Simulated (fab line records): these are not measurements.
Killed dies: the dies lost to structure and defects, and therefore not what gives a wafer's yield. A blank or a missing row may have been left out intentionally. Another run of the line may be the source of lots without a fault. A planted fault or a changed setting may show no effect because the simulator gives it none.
The tool behind it: which one? | flow n5-finfet | Sampling: 9 lots, 25 wafers, 5 of 1938 route steps

WHAT EACH GAUGE READ, for each wafer
N5_BEOL_M2_RS_MEAS_58: the measuring method here is four-point-probe.
lot  | measured     | on            | M2_RS (ohm/sq)
L776 | day 7 18:30  | film-metro-02 | 0.66 0.61 0.63
L775 | day 7 22:35  | film-metro-01 | 0.67 0.59 0.65
L778 | day 8 13:45  | film-metro-01 | 0.64 0.72 0.70
L777 | day 8 13:33  | film-metro-01 | 0.62 0.64 0.60
L780 | day 10 01:44 | film-metro-01 | 0.69 0.63 0.66
L782 | day 11 03:58 | film-metro-01 | 0.68 0.69
L785 | day 12 02:25 | film-metro-01 | 0.68 0.71
L789 | day 12 15:48 | film-metro-02 | 0.65 0.66 0.69
L795 | day 13 09:35 | film-metro-02 | 0.68 0.64 0.66

WHICH TOOL RAN EACH LOT (tool, then ch and the chambers of the sampled wafers, then the start)
lot  | N5_BEOL_M2_PECVD_72            | N5_BEOL_M2_ANNEAL_91         | N5_BEOL_M2_ANNEAL_95         | N5_BEOL_M2_CMP_52
L776 | pecvd-02 ch 0,1,2, day 7 10:25 | pvd-sputter-02, day 7 16:52  | pvd-sputter-02, day 7 17:19  | cmp-01 ch 0,2, day 7 17:59
L775 | pecvd-04 ch 0,1,2, day 7 12:17 | pvd-sputter-02, day 7 20:47  | pvd-sputter-02, day 7 21:14  | cmp-01 ch 2,3, day 7 21:56
L778 | pecvd-04 ch 0,1,2, day 8 01:50 | pvd-sputter-03, day 8 12:07  | pvd-sputter-03, day 8 12:33  | cmp-01 ch 0,3, day 8 13:11
L777 | pecvd-04 ch 0,2, day 8 04:35   | pvd-sputter-02, day 8 11:55  | pvd-sputter-02, day 8 12:22  | cmp-04 ch 0,1, day 8 13:00
L780 | pecvd-02 ch 0,2, day 9 02:36   | pvd-sputter-03, day 10 00:02 | pvd-sputter-03, day 10 00:29 | cmp-04 ch 0,1,3, day 10 01:10
L782 | pecvd-04 ch 1,2, day 9 21:35   | pvd-sputter-03, day 11 02:20 | pvd-sputter-03, day 11 02:46 | cmp-03 ch 0,2, day 11 03:26
L785 | pecvd-04 ch 1, day 10 14:07    | pvd-sputter-02, day 12 00:45 | pvd-sputter-02, day 12 01:11 | cmp-03 ch 3, day 12 01:52
L789 | pecvd-03 ch 0,1, day 11 07:05  | pvd-sputter-01, day 12 14:10 | pvd-sputter-01, day 12 14:37 | cmp-04 ch 1,2, day 12 15:17
L795 | pecvd-04 ch 1,2, day 12 16:04  | pvd-sputter-01, day 13 06:50 | pvd-sputter-01, day 13 07:16 | cmp-04 ch 0,1, day 13 08:51
- N5_BEOL_M2_PECVD_72: deposits SiO2 from TEOS/O2, target thk 16 nm, time 18 s.
- N5_BEOL_M2_ANNEAL_91: time 240 s.
- N5_BEOL_M2_ANNEAL_95: time 240 s.
- N5_BEOL_M2_CMP_52: polishes, stops on SiOC, t overpolish 6.8 s, target thk 40 nm.

THE ANSWER, worked out from the rows above alone
Rule: what is usual is taken from the lots themselves. Put in order of their means at a reading, lots are off if they are a third of the lots or fewer, leave a main group of 4 or more, and stand apart from it by a gap of 3 or more times the standard deviation of the main group's means; of several such gaps the widest counts. A main group is skipped when, at the precision printed for the reading in the tables above, its means are all equal. A lot without any number at a reading at which 4 lots or more have one is off too. The other lots that the step has rows for count as sound.
Across all readings shown, no lot is off: no conclusion can be drawn from this.

WHAT THE SIMULATOR HAD PUT IN
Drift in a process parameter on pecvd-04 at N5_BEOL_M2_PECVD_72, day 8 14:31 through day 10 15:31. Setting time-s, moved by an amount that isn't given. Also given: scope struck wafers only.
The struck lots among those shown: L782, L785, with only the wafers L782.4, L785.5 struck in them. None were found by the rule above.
